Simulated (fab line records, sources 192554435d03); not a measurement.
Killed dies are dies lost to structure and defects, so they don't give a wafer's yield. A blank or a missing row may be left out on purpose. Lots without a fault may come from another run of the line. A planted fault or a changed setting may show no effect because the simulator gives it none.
Problem report in the 8D (eight disciplines) form, filled by code | flow n5_finfet | the parts of the form that need people (team, actions taken, sign-off) are left out

1. THE PROBLEM
raw_defect_count at N5_BEOL_M3_INSPECT_59 reads a mean of 453 on 6 wafers of 2 lots; wafers without a fault read 73 with a standard deviation of 22. That is +17 standard deviations from the usual mean.
The step: inspects for defects (darkfield).
First seen on wafer L995.1, day 12 06:22, on defect_inspect-02. The record holds 27 wafers of 9 lots with a number at this step. Rule for "out", or "out of limits": more than 4 standard deviations from the usual mean. The other wafers with a number count as sound.

2. WHAT IT IS AND WHAT IT IS NOT
question                    | is                     | is not
which readings at this step | raw_defect_count       | -
which lots                  | L994, L995             | L976, L978, L979, L980, L983, L985, L998
which wafers of those lots  | all that have a number | -
read on which gauges        | defect_inspect-02      | defect_inspect-01
when                        | from day 12 06:22      | up to then (18 sound wafers); but 3 sound wafers of L998 came after

3. SUSPECTS, AND WHAT RULES EACH OUT
Counting: a tool at a process step up to the reading stays a suspect if it ran every lot that is out and no sound lot after the first of them.
- the gauge at N5_BEOL_M3_INSPECT_59: ruled out. All the wafers that are out were read on defect_inspect-02, but those of them that N5_PASSIVATION_PROBE_49 has rows for are out there too, on other tools.
- pecvd-02 at N5_BEOL_M3_PRE_CLEAN_56 (time 15 s): kept. It ran every lot that is out, first L995 (day 12 06:14), and no sound lot after that; its last sound lot up to then is L976 (day 7 09:28).
Left after counting: pecvd-02 at N5_BEOL_M3_PRE_CLEAN_56.

4. THE CAUSE (what the simulator had put in)
Chamber particle source: pecvd-02, from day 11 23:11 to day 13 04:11, at N5_BEOL_M3_PRE_CLEAN_56. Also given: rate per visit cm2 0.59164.
Counting left only this tool.

5. THE CHAIN OF EFFECTS, in route order
Each row: a reading whose mean over the struck wafers that have a number lies more than 3 standard deviations from the usual. Only readings for which the record gives a usual standard deviation are gone through. hours: the time from each lot's start at the first step in this table that gives one to its start at this step, as a median over the lots. sigmas: the change in usual standard deviations.
hours | step                    | reading              | usual  | on struck wafers | change | sigmas
0     | N5_BEOL_M3_INSPECT_59   | raw_defect_count     | 73     | 453              | +380   | +17
2     | N5_BEOL_M4_INSPECT_13   | raw_defect_count     | 410    | 737              | +327   | +4.1
125   | N5_PASSIVATION_PROBE_49 | defect_limited_yield | 91.1 % | 83.0             | -8.1   | -5.4
125   | N5_PASSIVATION_PROBE_49 | killed_at_M0_to_M3   | 37     | 131              | +94    | +8.5
125   | N5_PASSIVATION_PROBE_49 | killed_dies          | 105    | 201              | +96    | +5.3
125   | N5_PASSIVATION_PROBE_49 | sort_bin_5_function  | 5.1 %  | 10.8             | +5.7   | +6.2
125   | N5_PASSIVATION_PROBE_49 | sort_n_pass          | 1075   | 979              | -96    | -5.3
125   | N5_PASSIVATION_PROBE_49 | sort_yield_pct       | 91.1 % | 83.0             | -8.1   | -5.4
The process steps in it:
- N5_PASSIVATION_PROBE_49
Later measuring or inspecting steps at which every struck wafer that the step has a row for has a number for every such reading, and none has moved that far: N5_BEOL_M4_RC_MEAS_101.

6. WHAT WOULD HAVE CAUGHT IT SOONER
In this record the first reading out of limits at a measuring or inspecting step was taken at day 12 06:22, 7 hours after the fault began at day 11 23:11.
Of the tool readings at N5_BEOL_M3_PRE_CLEAN_56 for which the record gives a usual standard deviation, none was out on any struck wafer, so an alarm limit of 4 standard deviations on them would not have fired.
Of the lots that are out (2), L994 began N5_BEOL_M3_PRE_CLEAN_56 on pecvd-02 after day 12 06:22. A hold on the tool at that time would have spared it.
